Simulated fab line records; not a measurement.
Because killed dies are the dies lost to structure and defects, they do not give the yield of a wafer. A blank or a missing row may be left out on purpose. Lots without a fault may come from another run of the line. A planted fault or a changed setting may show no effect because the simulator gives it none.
Which tool did it?    flow n5-finfet    72 wafers from 24 lots sampled at 6 of the route's 1938 steps

WHAT EACH GAUGE READ, for each wafer
The record lacks any reading of a measuring or inspecting step that a usual standard deviation could be used to judge.

TOOL THAT RAN EACH LOT (tool first, then ch and the chambers of the sampled wafers, then the start)
lot   N5_BEOL_M2_STRIP_66                 N5_BEOL_M2_HM_OPEN_17              N5_BEOL_M2_STRIP_36                 N5_BEOL_M2_SPUTTER_48         N5_BEOL_M2_ANNEAL_49          N5_BEOL_M2_ANNEAL_80
L074  rie-diel-04 ch 0,2,3, day 6 16:17   rie-metal-01 ch 0,1, day 6 16:24   rie-diel-05 ch 1,3, day 7 00:02     pvd-sputter-01, day 7 01:16   pvd-sputter-01, day 7 01:20   pvd-sputter-01, day 7 01:34
L076  rie-diel-05 ch 1,2, day 6 17:37     rie-metal-01 ch 0,1, day 6 17:39   rie-diel-04 ch 0,1,2, day 7 03:07   pvd-sputter-01, day 7 04:29   pvd-sputter-01, day 7 04:34   pvd-sputter-01, day 7 04:47
L075  rie-diel-04 ch 0,2,3, day 7 00:45   rie-metal-03 ch 0,1, day 7 00:48   rie-diel-06 ch 0,2,3, day 7 03:44   pvd-sputter-02, day 7 06:17   pvd-sputter-02, day 7 06:22   pvd-sputter-02, day 7 06:35
L077  rie-diel-04 ch 0,1,2, day 7 08:38   rie-metal-01 ch 0,1, day 7 08:41   rie-diel-04 ch 0,1,2, day 7 11:52   pvd-sputter-02, day 7 13:18   pvd-sputter-02, day 7 13:23   pvd-sputter-02, day 7 13:36
L078  rie-diel-06 ch 0,2,3, day 7 08:53   rie-metal-03 ch 0,1, day 7 08:56   rie-diel-06 ch 1,2, day 7 12:15     pvd-sputter-03, day 7 13:36   pvd-sputter-03, day 7 13:41   pvd-sputter-03, day 7 13:54
L079  rie-diel-05 ch 0,1,2, day 7 23:33   rie-metal-01 ch 0,1, day 7 23:37   rie-diel-04 ch 0,2,3, day 8 06:33   pvd-sputter-01, day 8 08:19   pvd-sputter-01, day 8 08:24   pvd-sputter-01, day 8 08:37
L080  rie-diel-06 ch 0,3, day 8 08:59     rie-metal-02 ch 0,1, day 8 09:04   rie-diel-06 ch 0,1, day 8 15:40     pvd-sputter-01, day 8 17:46   pvd-sputter-01, day 8 17:50   pvd-sputter-01, day 8 18:04
L081  rie-diel-05 ch 0,1,3, day 8 11:49   rie-metal-03 ch 0, day 8 11:52     rie-diel-04 ch 0,3, day 8 17:55     pvd-sputter-02, day 8 19:11   pvd-sputter-02, day 8 19:16   pvd-sputter-02, day 8 19:29
L082  rie-diel-06 ch 2,3, day 8 12:29     rie-metal-02 ch 0,1, day 8 12:32   rie-diel-05 ch 0,2,3, day 8 17:57   pvd-sputter-01, day 8 19:36   pvd-sputter-01, day 8 19:41   pvd-sputter-01, day 8 19:54
L083  rie-diel-04 ch 2,3, day 8 17:08     rie-metal-02 ch 0,1, day 8 17:13   rie-diel-04 ch 0,2,3, day 9 08:10   pvd-sputter-01, day 9 09:24   pvd-sputter-01, day 9 09:29   pvd-sputter-01, day 9 09:42
L085  rie-diel-05 ch 1,3, day 9 06:31     rie-metal-02 ch 0,1, day 9 06:35   rie-diel-06 ch 0,2,3, day 9 08:40   pvd-sputter-01, day 9 11:14   pvd-sputter-01, day 9 11:19   pvd-sputter-01, day 9 11:32
L084  rie-diel-06 ch 0,2,3, day 9 09:20   rie-metal-01 ch 0,1, day 9 09:22   rie-diel-06 ch 0,3, day 9 11:11     pvd-sputter-02, day 9 12:43   pvd-sputter-02, day 9 12:48   pvd-sputter-02, day 9 13:01
L087  rie-diel-04 ch 0,1,3, day 10 14:11  rie-metal-03 ch 0,1, day 10 14:13  rie-diel-04 ch 0,1,3, day 10 15:18  pvd-sputter-03, day 10 16:14  pvd-sputter-03, day 10 16:19  pvd-sputter-03, day 10 16:32
L086  rie-diel-05 ch 0,3, day 10 18:49    rie-metal-02 ch 0, day 10 18:55    rie-diel-05 ch 1,2,3, day 10 20:29  pvd-sputter-03, day 10 21:41  pvd-sputter-03, day 10 21:46  pvd-sputter-03, day 10 21:59
L089  rie-diel-04 ch 0,1,3, day 10 21:37  rie-metal-03 ch 0,1, day 10 21:40  rie-diel-05 ch 0,1,2, day 10 23:01  pvd-sputter-02, day 11 00:10  pvd-sputter-02, day 11 00:14  pvd-sputter-02, day 11 00:28
L088  rie-diel-05 ch 0,2, day 11 00:10    rie-metal-01 ch 0,1, day 11 00:13  rie-diel-04 ch 1,3, day 11 03:41    pvd-sputter-01, day 11 05:34  pvd-sputter-01, day 11 05:39  pvd-sputter-01, day 11 05:52
L090  rie-diel-05 ch 0,2, day 11 00:46    rie-metal-03 ch 0,1, day 11 00:50  rie-diel-06 ch 1,2,3, day 11 07:23  pvd-sputter-02, day 11 08:51  pvd-sputter-02, day 11 08:56  pvd-sputter-02, day 11 09:09
L093  rie-diel-06 ch 0,3, day 11 20:55    rie-metal-01 ch 0,1, day 11 20:58  rie-diel-04 ch 0,1, day 12 08:54    pvd-sputter-02, day 12 10:29  pvd-sputter-02, day 12 10:34  pvd-sputter-02, day 12 10:47
L091  rie-diel-04 ch 0,1,3, day 12 02:06  rie-metal-03 ch 0,1, day 12 02:08  rie-diel-06 ch 0,3, day 12 09:08    pvd-sputter-03, day 12 10:36  pvd-sputter-03, day 12 10:41  pvd-sputter-03, day 12 10:54
L094  rie-diel-06 ch 1,2,3, day 12 02:32  rie-metal-02 ch 0, day 12 02:37    rie-diel-04 ch 0,1,2, day 12 07:05  pvd-sputter-02, day 12 08:38  pvd-sputter-02, day 12 08:43  pvd-sputter-02, day 12 08:56
L095  rie-diel-05 ch 1,2,3, day 12 04:57  rie-metal-02 ch 0, day 12 05:01    rie-diel-04 ch 0,1,2, day 12 09:30  pvd-sputter-03, day 12 12:29  pvd-sputter-03, day 12 12:34  pvd-sputter-03, day 12 12:47
L092  rie-diel-05 ch 0,1,3, day 12 05:39  rie-metal-02 ch 0, day 12 05:47    rie-diel-05 ch 0,3, day 12 09:37    pvd-sputter-03, day 12 14:22  pvd-sputter-03, day 12 14:26  pvd-sputter-03, day 12 14:40
L096  rie-diel-06 ch 0,1,2, day 12 07:25  rie-metal-02 ch 0, day 12 07:27    rie-diel-06 ch 0,1,2, day 12 09:37  pvd-sputter-02, day 12 15:27  pvd-sputter-02, day 12 15:32  pvd-sputter-02, day 12 15:45
L097  rie-diel-05 ch 0,2,3, day 13 02:37  rie-metal-03 ch 0,1, day 13 02:40  rie-diel-06 ch 1,2,3, day 13 09:14  pvd-sputter-03, day 13 10:17  pvd-sputter-03, day 13 10:22  pvd-sputter-03, day 13 10:35
- N5_BEOL_M2_STRIP_66: strips in CF4.
- N5_BEOL_M2_HM_OPEN_17: chemistry Cl2/BCl3, target TiN, target depth 20 nm, overetch 6 nm.
- N5_BEOL_M2_STRIP_36: strips in N2/H2.
- N5_BEOL_M2_SPUTTER_48: material Cu, target thk 4.5 nm, time 8.29 s.
- N5_BEOL_M2_ANNEAL_49: time 240 s.
- N5_BEOL_M2_ANNEAL_80: time 240 s.

AS READ BY THE TOOLS THEMSELVES (means over the sampled wafers that have a number; for cases with no such wafer, the mark the record gives instead)
N5_BEOL_M2_STRIP_66.
lot   tool         cf4-flow-sccm (sccm)  drypump-motor-current-A (A)  oes-product-au (a.u.)  rf-vpp-V (V)  showerhead-plenum-p-Torr (Torr)  throttle-valve-pct (%)
L074  rie-diel-04  150.1                 5.4                          0.80                   271.8         1.79                             13.54
L076  rie-diel-05  149.8                 5.2                          0.87                   273.3         1.89                             13.43
L075  rie-diel-04  149.9                 5.4                          0.80                   271.5         1.79                             13.55
L077  rie-diel-04  150.1                 5.5                          0.79                   271.7         1.82                             13.41
L078  rie-diel-06  150.4                 5.5                          0.79                   272.0         1.86                             13.55
L079  rie-diel-05  149.8                 5.6                          0.79                   272.1         1.82                             13.56
L080  rie-diel-06  149.9                 5.9                          0.82                   272.6         1.89                             13.62
L081  rie-diel-05  149.7                 5.8                          0.70                   270.9         1.79                             13.85
L082  rie-diel-06  150.3                 5.6                          0.74                   271.6         1.84                             13.60
L083  rie-diel-04  150.0                 5.8                          0.77                   271.5         1.75                             13.74
L085  rie-diel-05  149.8                 5.4                          0.78                   272.1         1.84                             13.82
L084  rie-diel-06  149.6                 5.6                          0.78                   271.3         1.86                             13.59
L087  rie-diel-04  150.0                 5.4                          0.75                   271.2         1.80                             13.56
L086  rie-diel-05  150.5                 6.1                          0.71                   271.2         1.75                             13.77
L089  rie-diel-04  149.9                 5.5                          0.75                   271.3         1.80                             13.57
L088  rie-diel-05  150.0                 6.0                          0.78                   271.5         1.77                             13.49
L090  rie-diel-05  149.6                 6.0                          0.78                   270.7         1.77                             13.48
L093  rie-diel-06  149.8                 5.9                          0.81                   272.7         1.89                             13.69
L091  rie-diel-04  150.2                 5.5                          0.74                   271.2         1.79                             13.60
L094  rie-diel-06  150.3                 5.6                          0.81                   271.1         1.79                             13.49
L095  rie-diel-05  150.1                 5.3                          0.89                   272.6         1.85                             13.41
L092  rie-diel-05  149.9                 5.7                          0.84                   271.5         1.79                             13.55
L096  rie-diel-06  149.8                 5.5                          0.84                   270.3         1.81                             13.47
L097  rie-diel-05  150.1                 5.7                          0.83                   271.0         1.81                             13.48

N5_BEOL_M2_HM_OPEN_17.
lot   tool          drypump-motor-current-A (A)  oes-product-au (a.u.)  throttle-valve-pct (%)
L074  rie-metal-01  5.4                          0.67                   22.36
L076  rie-metal-01  5.7                          0.63                   22.55
L075  rie-metal-03  5.5                          0.70                   22.30
L077  rie-metal-01  5.4                          0.66                   22.36
L078  rie-metal-03  5.3                          0.65                   22.26
L079  rie-metal-01  5.7                          0.62                   22.55
L080  rie-metal-02  5.1                          0.62                   22.26
L081  rie-metal-03  5.1                          0.60                   22.23
L082  rie-metal-02  5.2                          0.71                   22.09
L083  rie-metal-02  5.2                          0.62                   22.26
L085  rie-metal-02  5.1                          0.62                   22.26
L084  rie-metal-01  5.7                          0.61                   22.58
L087  rie-metal-03  5.3                          0.63                   22.27
L086  rie-metal-02  5.2                          0.76                   21.93
L089  rie-metal-03  5.5                          0.67                   22.33
L088  rie-metal-01  5.4                          0.65                   22.39
L090  rie-metal-03  5.3                          0.63                   22.27
L093  rie-metal-01  5.4                          0.64                   22.39
L091  rie-metal-03  5.3                          0.63                   22.26
L094  rie-metal-02  5.2                          0.74                   21.95
L095  rie-metal-02  5.2                          0.74                   21.95
L092  rie-metal-02  5.2                          0.74                   21.95
L096  rie-metal-02  5.2                          0.73                   21.94
L097  rie-metal-03  5.3                          0.62                   22.29

N5_BEOL_M2_STRIP_36.
lot   tool         drypump-motor-current-A (A)  oes-product-au (a.u.)  rf-vpp-V (V)  showerhead-plenum-p-Torr (Torr)  throttle-valve-pct (%)
L074  rie-diel-05  5.4                          0.70                   60.0          2.60                             23.64
L076  rie-diel-04  5.5                          0.79                   58.3          2.59                             23.64
L075  rie-diel-06  5.6                          0.80                   60.7          2.63                             23.58
L077  rie-diel-04  5.5                          0.80                   60.8          2.59                             23.68
L078  rie-diel-06  5.2                          0.71                   58.9          2.48                             23.41
L079  rie-diel-04  5.4                          0.81                   58.9          2.52                             23.71
L080  rie-diel-06  5.8                          0.88                   58.7          2.62                             23.76
L081  rie-diel-04  5.1                          0.80                   60.1          2.51                             23.56
L082  rie-diel-05  5.7                          0.80                   57.5          2.57                             23.30
L083  rie-diel-04  5.5                          0.79                   59.8          2.52                             23.70
L085  rie-diel-06  5.6                          0.78                   58.7          2.63                             23.60
L084  rie-diel-06  6.0                          0.82                   59.1          2.68                             23.72
L087  rie-diel-04  5.5                          0.76                   59.2          2.53                             23.53
L086  rie-diel-05  5.3                          0.85                   57.6          2.61                             23.31
L089  rie-diel-05  5.6                          0.86                   58.0          2.56                             23.24
L088  rie-diel-04  5.9                          0.72                   58.8          2.55                             23.52
L090  rie-diel-06  5.6                          0.83                   58.1          2.53                             23.46
L093  rie-diel-04  5.2                          0.76                   60.0          2.56                             23.57
L091  rie-diel-06  5.9                          0.84                   59.6          2.68                             23.80
L094  rie-diel-04  5.5                          0.75                   59.6          2.57                             23.72
L095  rie-diel-04  5.5                          0.75                   58.0          2.57                             23.73
L092  rie-diel-05  6.2                          0.79                   59.4          2.47                             23.41
L096  rie-diel-06  5.5                          0.85                   60.1          2.54                             23.54
L097  rie-diel-06  5.6                          0.81                   58.2          2.52                             23.48

N5_BEOL_M2_SPUTTER_48.
lot   tool            throttle-valve-pct (%)
L074  pvd-sputter-01  30.4
L076  pvd-sputter-01  30.7
L075  pvd-sputter-02  29.2
L077  pvd-sputter-02  28.9
L078  pvd-sputter-03  30.7
L079  pvd-sputter-01  31.3
L080  pvd-sputter-01  30.8
L081  pvd-sputter-02  29.0
L082  pvd-sputter-01  31.1
L083  pvd-sputter-01  31.2
L085  pvd-sputter-01  30.8
L084  pvd-sputter-02  29.2
L087  pvd-sputter-03  31.1
L086  pvd-sputter-03  30.9
L089  pvd-sputter-02  29.0
L088  pvd-sputter-01  30.7
L090  pvd-sputter-02  29.0
L093  pvd-sputter-02  29.2
L091  pvd-sputter-03  30.7
L094  pvd-sputter-02  29.0
L095  pvd-sputter-03  31.5
L092  pvd-sputter-03  30.6
L096  pvd-sputter-02  29.5
L097  pvd-sputter-03  30.9

N5_BEOL_M2_ANNEAL_49.
lot   tool            heater-power-w (W)  susceptor_temp_C_max
L074  pvd-sputter-01  902                 400.6
L076  pvd-sputter-01  891                 400.7
L075  pvd-sputter-02  843                 401.4
L077  pvd-sputter-02  815                 401.3
L078  pvd-sputter-03  798                 401.0
L079  pvd-sputter-01  836                 401.0
L080  pvd-sputter-01  810                 400.9
L081  pvd-sputter-02  836                 400.8
L082  pvd-sputter-01  817                 400.9
L083  pvd-sputter-01  816                 400.9
L085  pvd-sputter-01  816                 401.3
L084  pvd-sputter-02  844                 401.3
L087  pvd-sputter-03  844                 400.8
L086  pvd-sputter-03  849                 400.8
L089  pvd-sputter-02  850                 401.3
L088  pvd-sputter-01  816                 400.7
L090  pvd-sputter-02  831                 401.0
L093  pvd-sputter-02  806                 401.0
L091  pvd-sputter-03  744                 401.1
L094  pvd-sputter-02  796                 401.2
L095  pvd-sputter-03  843                 401.4
L092  pvd-sputter-03  807                 400.8
L096  pvd-sputter-02  885                 401.3
L097  pvd-sputter-03  847                 400.9

N5_BEOL_M2_ANNEAL_80.
lot   tool            heater-power-w (W)  susceptor_temp_C_max
L074  pvd-sputter-01  894                 401.2
L076  pvd-sputter-01  885                 400.9
L075  pvd-sputter-02  852                 401.3
L077  pvd-sputter-02  814                 401.1
L078  pvd-sputter-03  806                 400.8
L079  pvd-sputter-01  824                 401.2
L080  pvd-sputter-01  812                 401.0
L081  pvd-sputter-02  841                 401.0
L082  pvd-sputter-01  808                 401.0
L083  pvd-sputter-01  820                 401.0
L085  pvd-sputter-01  810                 400.9
L084  pvd-sputter-02  829                 401.1
L087  pvd-sputter-03  849                 400.9
L086  pvd-sputter-03  847                 400.9
L089  pvd-sputter-02  844                 401.4
L088  pvd-sputter-01  813                 400.9
L090  pvd-sputter-02  852                 401.1
L093  pvd-sputter-02  800                 400.8
L091  pvd-sputter-03  741                 401.0
L094  pvd-sputter-02  804                 401.0
L095  pvd-sputter-03  838                 401.1
L092  pvd-sputter-03  802                 400.7
L096  pvd-sputter-02  870                 401.2
L097  pvd-sputter-03  849                 400.8

THE ANSWER, worked out from the rows above alone
Rule: the usual values come from the lots themselves. The widest of any qualifying gaps counts: lots, ordered by their means at a reading, are off when they make up no more than a third of the lots, leave a main group of 4 or more, and stand apart from it by 3 or more times the standard deviation of that group's means. A main group whose means are all the same, to the digits that the tables above print for the reading, isn't used. Also off: a lot with no number at a reading for which 4 or more lots have one. Where the step has rows for the other lots, those lots are counted as sound. The gauges are gone through in route order, then the tools' own readings, and for those a lot's mean is taken as printed above. The first step at which some lot is off is used, and at that step the reading that is off furthest; a lot without a number counts as furthest.
None of the lots is off at any reading shown; this tells nothing.

WHAT THE SIMULATOR HAD INSERTED
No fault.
